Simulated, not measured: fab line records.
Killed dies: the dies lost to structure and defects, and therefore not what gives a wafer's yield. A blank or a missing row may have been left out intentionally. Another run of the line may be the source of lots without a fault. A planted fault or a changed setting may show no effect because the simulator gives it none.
The tool behind it: which one? :: flow n5_finfet :: 9 lots, 27 wafers sampled, at 6 steps of a route of 1938

## WHAT THE GAUGES READ, wafer by wafer
N5_SDB_INSPECT_13: inspects for defects (brightfield). Usual: 82 for raw_defect_count, sd 33.
lot: L269
measured: day 3 20:10
on: defect_inspect-02
raw_defect_count: 79 91 88
flag: 

lot: L271
measured: day 4 06:08
on: defect_inspect-01
raw_defect_count: 56 72 63
flag: 

lot: L274
measured: day 5 01:21
on: defect_inspect-02
raw_defect_count: 63 41 64
flag: 

lot: L283
measured: day 7 06:16
on: defect_inspect-02
raw_defect_count: 70 68 35
flag: 

lot: L285
measured: day 7 16:51
on: defect_inspect-02
raw_defect_count: 49 60 47
flag: 

lot: L287
measured: day 8 05:07
on: defect_inspect-02
raw_defect_count: 61 54 57
flag: 

lot: L288
measured: day 8 11:17
on: defect_inspect-01
raw_defect_count: 93 52 75
flag: 

lot: L291
measured: day 9 06:14
on: defect_inspect-02
raw_defect_count: 150 142 105
flag: 

lot: L292
measured: day 9 12:47
on: defect_inspect-02
raw_defect_count: 95 165 116
flag: 

N5_DUMMY_REMOVAL_INSPECT_06: inspects for defects (brightfield). Usual: 13 for raw_defect_count, sd 5.9.
lot: L269
measured: day 4 00:28
on: defect_inspect-01
raw_defect_count: 19 23 16
flag: 

lot: L271
measured: day 4 10:21
on: defect_inspect-02
raw_defect_count: 17 22 15
flag: 

lot: L274
measured: day 5 06:03
on: defect_inspect-01
raw_defect_count: 13 15 11
flag: 

lot: L283
measured: day 7 10:44
on: defect_inspect-01
raw_defect_count: 17
flag: 

lot: L285
measured: day 7 21:20
on: defect_inspect-02
raw_defect_count: 9 17
flag: 

lot: L287
measured: day 8 09:31
on: defect_inspect-02
raw_defect_count: 17
flag: 

lot: L288
measured: day 8 16:14
on: defect_inspect-02
raw_defect_count: 6 7 6
flag: 

lot: L291
measured: day 9 10:25
on: defect_inspect-02
raw_defect_count: 13 11 14
flag: 

lot: L292
measured: day 9 17:04
on: defect_inspect-02
raw_defect_count: 10 15 11
flag: 

N5_BEOL_M4_RC_MEAS_101. Usual: DIBL_N 36.5 mV/V, standard deviation 2; DIBL_P 36.5 mV/V, standard deviation 2.3; IOFF_N 0.16 nA/um, standard deviation 0.036; IOFF_P 0.21 nA/um, standard deviation 0.037; ION_N 672 uA/um, standard deviation 12; ION_P 459 uA/um, standard deviation 7.1; SS_N 71.6 mV/dec, standard deviation 0.73; SS_P 73.4 mV/dec, standard deviation 0.76; VT_N 250 mV, standard deviation 3.3; VT_P -250.5 mV, standard deviation 2.9.
lot: L269
measured: day 8 14:59
on: prober-02
DIBL_N (mV/V): 31.8 33.0 34.4
DIBL_P (mV/V): 34.0 34.7 37.4
IOFF_N (nA/um): 0.12 0.13 0.16
IOFF_P (nA/um): 0.17 0.17 0.20
ION_N (uA/um): 671 659 675
ION_P (uA/um): 462 450 461
SS_N (mV/dec): 71.2 70.6 70.9
SS_P (mV/dec): 72.4 72.4 73.5
VT_N (mV): 252 254 250
VT_P (mV): -250.3 -253.8 -249.8
flag: 

lot: L271
measured: day 8 18:32
on: prober-01
DIBL_N (mV/V): 36.6 36.1 38.4
DIBL_P (mV/V): 33.7 33.6 36.9
IOFF_N (nA/um): 0.13 0.13 0.17
IOFF_P (nA/um): 0.17 0.18 0.22
ION_N (uA/um): 661 668 687
ION_P (uA/um): 458 455 471
SS_N (mV/dec): 71.9 70.7 72.0
SS_P (mV/dec): 72.1 72.0 73.1
VT_N (mV): 251 251 245
VT_P (mV): -253.6 -250.0 -247.1
flag: 

lot: L274
measured: day 9 02:56
on: prober-01
DIBL_N (mV/V): 32.9 36.0 31.2
DIBL_P (mV/V): 33.3 36.4 31.0
IOFF_N (nA/um): 0.11 0.15 0.10
IOFF_P (nA/um): 0.17 0.21 0.14
ION_N (uA/um): 671 682 672
ION_P (uA/um): 465 468 465
SS_N (mV/dec): 70.6 70.7 69.7
SS_P (mV/dec): 72.2 73.5 72.0
VT_N (mV): 253 249 257
VT_P (mV): -255.8 -247.8 -254.7
flag: 

lot: L283
measured: day 11 17:55
on: prober-02
DIBL_N (mV/V): 36.4
DIBL_P (mV/V): 35.2
IOFF_N (nA/um): 0.14
IOFF_P (nA/um): 0.18
ION_N (uA/um): 649
ION_P (uA/um): 452
SS_N (mV/dec): 72.4
SS_P (mV/dec): 72.6
VT_N (mV): 254
VT_P (mV): -252.1
flag: 

lot: L285
measured: day 11 22:51
on: prober-02
DIBL_N (mV/V): 37.3 39.1
DIBL_P (mV/V): 34.9 38.0
IOFF_N (nA/um): 0.14 0.19
IOFF_P (nA/um): 0.19 0.25
ION_N (uA/um): 645 681
ION_P (uA/um): 444 464
SS_N (mV/dec): 71.8 71.4
SS_P (mV/dec): 72.9 73.8
VT_N (mV): 253 249
VT_P (mV): -251.0 -246.2
flag: 

lot: L287
measured: day 12 10:35
on: prober-02
DIBL_N (mV/V): 35.1
DIBL_P (mV/V): 33.6
IOFF_N (nA/um): 0.13
IOFF_P (nA/um): 0.19
ION_N (uA/um): 671
ION_P (uA/um): 464
SS_N (mV/dec): 70.4
SS_P (mV/dec): 72.4
VT_N (mV): 252
VT_P (mV): -250.6
flag: 

lot: L288
measured: day 13 08:45
on: prober-02
DIBL_N (mV/V): 36.0 32.4 38.2
DIBL_P (mV/V): 36.4 33.5 40.1
IOFF_N (nA/um): 0.16 0.12 0.22
IOFF_P (nA/um): 0.20 0.16 0.26
ION_N (uA/um): 654 668 693
ION_P (uA/um): 452 463 474
SS_N (mV/dec): 72.2 70.2 72.2
SS_P (mV/dec): 73.7 72.5 73.2
VT_N (mV): 251 250 244
VT_P (mV): -253.1 -252.6 -248.4
flag: 

lot: L291
measured: day 13 21:25
on: prober-01
DIBL_N (mV/V): 38.1 37.5 37.7
DIBL_P (mV/V): 41.2 39.5 39.4
IOFF_N (nA/um): 0.24 0.21 0.21
IOFF_P (nA/um): 0.30 0.26 0.26
ION_N (uA/um): 691 684 661
ION_P (uA/um): 474 467 449
SS_N (mV/dec): 72.1 71.8 72.3
SS_P (mV/dec): 73.9 74.3 74.0
VT_N (mV): 243 248 247
VT_P (mV): -243.0 -246.6 -245.4
flag: 

lot: L292
measured: day 14 20:04
on: prober-01
DIBL_N (mV/V): 38.1 39.1 38.8
DIBL_P (mV/V): 40.2 40.6 41.3
IOFF_N (nA/um): 0.19 0.22 0.21
IOFF_P (nA/um): 0.21 0.23 0.23
ION_N (uA/um): 671 682 675
ION_P (uA/um): 457 457 456
SS_N (mV/dec): 71.6 72.8 72.4
SS_P (mV/dec): 75.2 74.2 74.7
VT_N (mV): 249 246 248
VT_P (mV): -250.8 -251.5 -248.9
flag: 

## WHICH TOOL RAN EACH LOT (tool, then ch and the chambers of the sampled wafers, then the start)
lot: L269
N5_SDB_HM_DEP_00: pecvd-03 ch 0,1,2, day 3 19:39
N5_SDB_ETCH_25: rie_diel-01 ch 0,1,2, day 3 20:54
N5_SDB_CMP_30: cmp-02 ch 1,2, day 3 23:56

lot: L271
N5_SDB_HM_DEP_00: pecvd-03 ch 1,2, day 4 05:38
N5_SDB_ETCH_25: rie_diel-05 ch 0,3, day 4 06:44
N5_SDB_CMP_30: cmp-04 ch 0,2,3, day 4 09:50

lot: L274
N5_SDB_HM_DEP_00: pecvd-03 ch 0,1,2, day 5 00:55
N5_SDB_ETCH_25: rie_diel-06 ch 0,1,3, day 5 02:05
N5_SDB_CMP_30: cmp-02 ch 0,1, day 5 05:19

lot: L283
N5_SDB_HM_DEP_00: pecvd-03 ch 0,2, day 7 05:44
N5_SDB_ETCH_25: rie_diel-05 ch 0,1,3, day 7 07:11
N5_SDB_CMP_30: cmp-04 ch 0,1,2, day 7 10:14

lot: L285
N5_SDB_HM_DEP_00: pecvd-03 ch 0,1,2, day 7 16:28
N5_SDB_ETCH_25: rie_diel-01 ch 1,2,3, day 7 17:47
N5_SDB_CMP_30: cmp-03 ch 0,2,3, day 7 20:47

lot: L287
N5_SDB_HM_DEP_00: pecvd-03 ch 0,2, day 8 04:37
N5_SDB_ETCH_25: rie_diel-05 ch 1,2, day 8 05:41
N5_SDB_CMP_30: cmp-02 ch 0,1, day 8 08:51

lot: L288
N5_SDB_HM_DEP_00: pecvd-01 ch 0,1, day 8 10:47
N5_SDB_ETCH_25: rie_diel-01 ch 0,2,3, day 8 12:39
N5_SDB_CMP_30: cmp-02 ch 0,2,3, day 8 15:41

lot: L291
N5_SDB_HM_DEP_00: pecvd-02 ch 1,2, day 9 05:51
N5_SDB_ETCH_25: rie_diel-05 ch 0,1,3, day 9 06:51
N5_SDB_CMP_30: cmp-04 ch 0,3, day 9 09:51

lot: L292
N5_SDB_HM_DEP_00: pecvd-02 ch 1,2, day 9 12:24
N5_SDB_ETCH_25: rie_diel-06 ch 0,2,3, day 9 13:21
N5_SDB_CMP_30: cmp-02 ch 0,1,3, day 9 16:36
- N5_SDB_HM_DEP_00: deposits SiNx from SiH4/NH3/N2, target thk 40 nm, time 35.3 s.
- N5_SDB_ETCH_25: etches SiO2 in C4F6/O2, target depth 10 nm, time 3.3 s.
- N5_SDB_CMP_30: polishes, stops on poly-Si, t overpolish 1.54 s, target thk 30 nm.

## AS READ BY THE TOOLS THEMSELVES (means over the sampled wafers that have a number; for cases with no such wafer, the mark the record gives instead)
N5_SDB_HM_DEP_00. Usual: heater_power_w 728 W, standard deviation 65; showerhead_plenum_p_Torr 5.14 Torr, standard deviation 0.046; showerhead_vpp_V 1113 V, standard deviation 66; throttle_valve_pct 40.7 %, standard deviation 2.
lot: L269
tool: pecvd-03
heater_power_w (W): 776
showerhead_plenum_p_Torr (Torr): 5.18
showerhead_vpp_V (V): 1134
throttle_valve_pct (%): 40.4
flag: 

lot: L271
tool: pecvd-03
heater_power_w (W): 734
showerhead_plenum_p_Torr (Torr): 5.16
showerhead_vpp_V (V): 1164
throttle_valve_pct (%): 41.2
flag: 

lot: L274
tool: pecvd-03
heater_power_w (W): 785
showerhead_plenum_p_Torr (Torr): 5.18
showerhead_vpp_V (V): 1152
throttle_valve_pct (%): 40.6
flag: 

lot: L283
tool: pecvd-03
heater_power_w (W): 756
showerhead_plenum_p_Torr (Torr): 5.17
showerhead_vpp_V (V): 1194
throttle_valve_pct (%): 40.3
flag: 

lot: L285
tool: pecvd-03
heater_power_w (W): 725
showerhead_plenum_p_Torr (Torr): 5.18
showerhead_vpp_V (V): 1140
throttle_valve_pct (%): 40.6
flag: 

lot: L287
tool: pecvd-03
heater_power_w (W): 740
showerhead_plenum_p_Torr (Torr): 5.18
showerhead_vpp_V (V): 1185
throttle_valve_pct (%): 40.3
flag: 

lot: L288
tool: pecvd-01
heater_power_w (W): 654
showerhead_plenum_p_Torr (Torr): 5.14
showerhead_vpp_V (V): 1026
throttle_valve_pct (%): 43.2
flag: 

lot: L291
tool: pecvd-02
heater_power_w (W): 795
showerhead_plenum_p_Torr (Torr): 5.10
showerhead_vpp_V (V): 1167
throttle_valve_pct (%): 39.9
flag: 

lot: L292
tool: pecvd-02
heater_power_w (W): 788
showerhead_plenum_p_Torr (Torr): 5.09
showerhead_vpp_V (V): 1173
throttle_valve_pct (%): 39.7
flag: 

N5_SDB_ETCH_25. Usual: C4F6_flow_sccm 9.999 sccm, standard deviation 0.029; drypump_motor_current_A 5.9 A, standard deviation 0.59; oes_o_777_au 0.77 a.u., standard deviation 0.069; oes_product_au 0.76 a.u., standard deviation 0.071; rf_vpp_V 661 V, standard deviation 10; showerhead_plenum_p_Torr 2.82 Torr, standard deviation 0.078; throttle_valve_pct 21.12 %, standard deviation 0.16.
lot: L269
tool: rie_diel-01
C4F6_flow_sccm (sccm): 9.987
drypump_motor_current_A (A): 6.1
oes_o_777_au (a.u.): 0.76
oes_product_au (a.u.): 0.76
rf_vpp_V (V): 664
showerhead_plenum_p_Torr (Torr): 2.80
throttle_valve_pct (%): 21.08
flag: 

lot: L271
tool: rie_diel-05
C4F6_flow_sccm (sccm): 9.965
drypump_motor_current_A (A): 5.8
oes_o_777_au (a.u.): 0.73
oes_product_au (a.u.): 0.72
rf_vpp_V (V): 667
showerhead_plenum_p_Torr (Torr): 2.85
throttle_valve_pct (%): 21.11
flag: 

lot: L274
tool: rie_diel-06
C4F6_flow_sccm (sccm): 9.981
drypump_motor_current_A (A): 5.7
oes_o_777_au (a.u.): 0.76
oes_product_au (a.u.): 0.74
rf_vpp_V (V): 651
showerhead_plenum_p_Torr (Torr): 2.80
throttle_valve_pct (%): 21.11
flag: 

lot: L283
tool: rie_diel-05
C4F6_flow_sccm (sccm): 10.007
drypump_motor_current_A (A): 6.0
oes_o_777_au (a.u.): 0.77
oes_product_au (a.u.): 0.75
rf_vpp_V (V): 662
showerhead_plenum_p_Torr (Torr): 2.80
throttle_valve_pct (%): 21.21
flag: 

lot: L285
tool: rie_diel-01
C4F6_flow_sccm (sccm): 9.996
drypump_motor_current_A (A): 6.0
oes_o_777_au (a.u.): 0.75
oes_product_au (a.u.): 0.73
rf_vpp_V (V): 664
showerhead_plenum_p_Torr (Torr): 2.85
throttle_valve_pct (%): 21.15
flag: 

lot: L287
tool: rie_diel-05
C4F6_flow_sccm (sccm): 10.030
drypump_motor_current_A (A): 5.9
oes_o_777_au (a.u.): 0.85
oes_product_au (a.u.): 0.82
rf_vpp_V (V): 663
showerhead_plenum_p_Torr (Torr): 2.80
throttle_valve_pct (%): 21.25
flag: 

lot: L288
tool: rie_diel-01
C4F6_flow_sccm (sccm): 9.999
drypump_motor_current_A (A): 6.3
oes_o_777_au (a.u.): 0.83
oes_product_au (a.u.): 0.81
rf_vpp_V (V): 661
showerhead_plenum_p_Torr (Torr): 2.92
throttle_valve_pct (%): 20.94
flag: 

lot: L291
tool: rie_diel-05
C4F6_flow_sccm (sccm): 9.994
drypump_motor_current_A (A): 6.0
oes_o_777_au (a.u.): 0.76
oes_product_au (a.u.): 0.73
rf_vpp_V (V): 661
showerhead_plenum_p_Torr (Torr): 2.79
throttle_valve_pct (%): 21.23
flag: 

lot: L292
tool: rie_diel-06
C4F6_flow_sccm (sccm): 9.989
drypump_motor_current_A (A): 5.5
oes_o_777_au (a.u.): 0.78
oes_product_au (a.u.): 0.77
rf_vpp_V (V): 655
showerhead_plenum_p_Torr (Torr): 2.74
throttle_valve_pct (%): 21.07
flag: 

N5_SDB_CMP_30. Usual: motor_current_A 12.0 A, standard deviation 1.3; time_to_endpoint_s 17.4 s, standard deviation 2.8.
lot: L269
tool: cmp-02
motor_current_A (A): 10.7
time_to_endpoint_s (s): 20.6
flag: 

lot: L271
tool: cmp-04
motor_current_A (A): 13.6
time_to_endpoint_s (s): 16.6
flag: 

lot: L274
tool: cmp-02
motor_current_A (A): 10.7
time_to_endpoint_s (s): 18.1
flag: 

lot: L283
tool: cmp-04
motor_current_A (A): 12.8
time_to_endpoint_s (s): 24.4
flag: 

lot: L285
tool: cmp-03
motor_current_A (A): 12.9
time_to_endpoint_s (s): 23.1
flag: 

lot: L287
tool: cmp-02
motor_current_A (A): 11.1
time_to_endpoint_s (s): 22.7
flag: 

lot: L288
tool: cmp-02
motor_current_A (A): 11.3
time_to_endpoint_s (s): 16.1
flag: 

lot: L291
tool: cmp-04
motor_current_A (A): 14.0
time_to_endpoint_s (s): 16.1
flag: 

lot: L292
tool: cmp-02
motor_current_A (A): 10.9
time_to_endpoint_s (s): 17.1
flag: 

## THE ANSWER, worked out from the rows above alone
Rule: take the mean of a lot's wafers that have a number; if it is more than 3 standard deviations from the usual mean, the lot is off. Also off: a lot with no number at a reading for which 4 or more lots have one. All remaining lots with rows at the step are treated as sound. The gauges are gone through in route order, then the tools' own readings, and for those a lot's mean is taken as printed above. At the first step where some lot is off, the reading lying furthest off is the one used; lots without a number count as furthest.
No lot is off on any of the readings shown, so nothing can be concluded from this.

## WHAT WAS PUT IN BY THE SIMULATOR
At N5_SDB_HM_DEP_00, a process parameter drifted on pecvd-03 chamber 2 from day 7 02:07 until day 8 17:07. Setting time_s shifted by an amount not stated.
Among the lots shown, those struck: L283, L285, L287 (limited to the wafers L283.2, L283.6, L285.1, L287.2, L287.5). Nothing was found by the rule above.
